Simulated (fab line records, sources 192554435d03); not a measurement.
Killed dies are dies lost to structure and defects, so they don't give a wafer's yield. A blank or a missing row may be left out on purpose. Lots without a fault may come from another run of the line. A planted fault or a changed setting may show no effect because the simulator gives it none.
Chamber matching | flow n5_finfet | N5_BEOL_M4_CO_CAP_55 on cvd_co-01: 3 sister chambers
The step material Co, precursor CCTBA/H2, target thk 2 nm, time 102.1 s. 3 wafers are shown with their chamber, then 12 later ones without.

WAFERS WITH THEIR CHAMBER
wafer  | chamber | heater_power_w (W)
L088.2 | 0       | 236
L086.3 | 2       | 192
L086.4 | 1       | 236

WAFERS WITHOUT THEIR CHAMBER
wafer  | heater_power_w (W)
L089.1 | 235
L089.3 | 188
L089.5 | 227
L092.1 | 232
L092.2 | 232
L092.6 | 190
L096.1 | 237
L096.2 | 194
L096.5 | 231
L095.2 | 235
L095.3 | 191
L095.5 | 235

WHICH CHAMBER EACH WENT THROUGH
wafer  | from the rows above     | in truth
L089.1 | can't be placed: 0 or 1 | 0
L089.3 | 2                       | 2
L089.5 | can't be placed: 0 or 1 | 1
L092.1 | can't be placed: 0 or 1 | 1
L092.2 | can't be placed: 0 or 1 | 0
L092.6 | 2                       | 2
L096.1 | can't be placed: 0 or 1 | 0
L096.2 | 2                       | 2
L096.5 | can't be placed: 0 or 1 | 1
L095.2 | can't be placed: 0 or 1 | 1
L095.3 | 2                       | 2
L095.5 | can't be placed: 0 or 1 | 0
Placed correctly: 4 of 12. Can't be placed from these rows: 8 (the true chamber is among the candidates in 8). Placed wrongly: 0.
How it was worked out, from the rows above alone: a wafer's distance from a chamber is the root of the sum, over the readings, of the square of ((its reading less the chamber's mean) divided by the reading's scatter). The wafer belongs to the nearest chamber; if the next one is less than 2 further off, it can't be placed. A chamber's mean is the mean of its shown wafers. The scatter: with one shown wafer a chamber, the root of the mean of the squares of how far each hidden wafer lies from its nearest shown one.
